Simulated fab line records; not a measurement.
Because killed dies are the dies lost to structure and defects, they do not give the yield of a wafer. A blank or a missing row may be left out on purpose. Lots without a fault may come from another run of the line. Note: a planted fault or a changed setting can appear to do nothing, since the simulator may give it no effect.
Chamber matching :: flow n5-finfet :: 4 sister chambers for N5_BEOL_M8_ETCH_61 on rie-diel-01
The step etches SiARC in CF4, target depth 45.5 nm, time 75.8 s. 8 wafers are shown with their chamber, then 7 later ones without.

WAFERS PAIRED WITH THEIR CHAMBERS
wafer: L083.2
chamber: 3
drypump-motor-current-A (A): 5.12
throttle-valve-pct (%): 15.34

wafer: L084.1
chamber: 2
drypump-motor-current-A (A): 6.19
throttle-valve-pct (%): 15.59

wafer: L084.3
chamber: 3
drypump-motor-current-A (A): 5.13
throttle-valve-pct (%): 15.32

wafer: L088.2
chamber: 0
drypump-motor-current-A (A): 6.22
throttle-valve-pct (%): 15.90

wafer: L088.3
chamber: 1
drypump-motor-current-A (A): 5.92
throttle-valve-pct (%): 15.47

wafer: L088.5
chamber: 1
drypump-motor-current-A (A): 5.92
throttle-valve-pct (%): 15.47

wafer: L086.1
chamber: 2
drypump-motor-current-A (A): 6.18
throttle-valve-pct (%): 15.62

wafer: L086.2
chamber: 0
drypump-motor-current-A (A): 6.22
throttle-valve-pct (%): 15.89

WAFERS WITH NO CHAMBER GIVEN
wafer: L086.5
drypump-motor-current-A (A): 6.20
throttle-valve-pct (%): 15.89

wafer: L089.2
drypump-motor-current-A (A): 5.92
throttle-valve-pct (%): 15.48

wafer: L089.4
drypump-motor-current-A (A): 5.90
throttle-valve-pct (%): 15.50

wafer: L089.6
drypump-motor-current-A (A): 6.21
throttle-valve-pct (%): 15.90

wafer: L093.3
drypump-motor-current-A (A): 5.95
throttle-valve-pct (%): 15.49

wafer: L093.4
drypump-motor-current-A (A): 5.13
throttle-valve-pct (%): 15.35

wafer: L093.5
drypump-motor-current-A (A): 5.95
throttle-valve-pct (%): 15.49

CHAMBER TAKEN BY EACH
wafer: L086.5
from the rows above: 0
in truth: 0

wafer: L089.2
from the rows above: 1
in truth: 1

wafer: L089.4
from the rows above: 1
in truth: 1

wafer: L089.6
from the rows above: 0
in truth: 0

wafer: L093.3
from the rows above: 1
in truth: 1

wafer: L093.4
from the rows above: 3
in truth: 3

wafer: L093.5
from the rows above: 1
in truth: 1
Placed correctly: 7 of 7. Can't be placed from these rows: 0. Number placed wrongly: 0.
How it was worked out, from the rows above alone: a wafer's distance from a chamber is the root of the sum, over the readings, of the square of ((its reading less the chamber's mean) divided by the reading's scatter). If the next closest chamber is less than 2 further off than the closest, the wafer can't be placed; otherwise it belongs to the closest. The mean given for a chamber averages the wafers shown for that chamber. How the scatter is found: for the shown wafers, subtract from each reading the mean of its chamber, square and add these, divide the total by (wafers less chambers), then take the root.
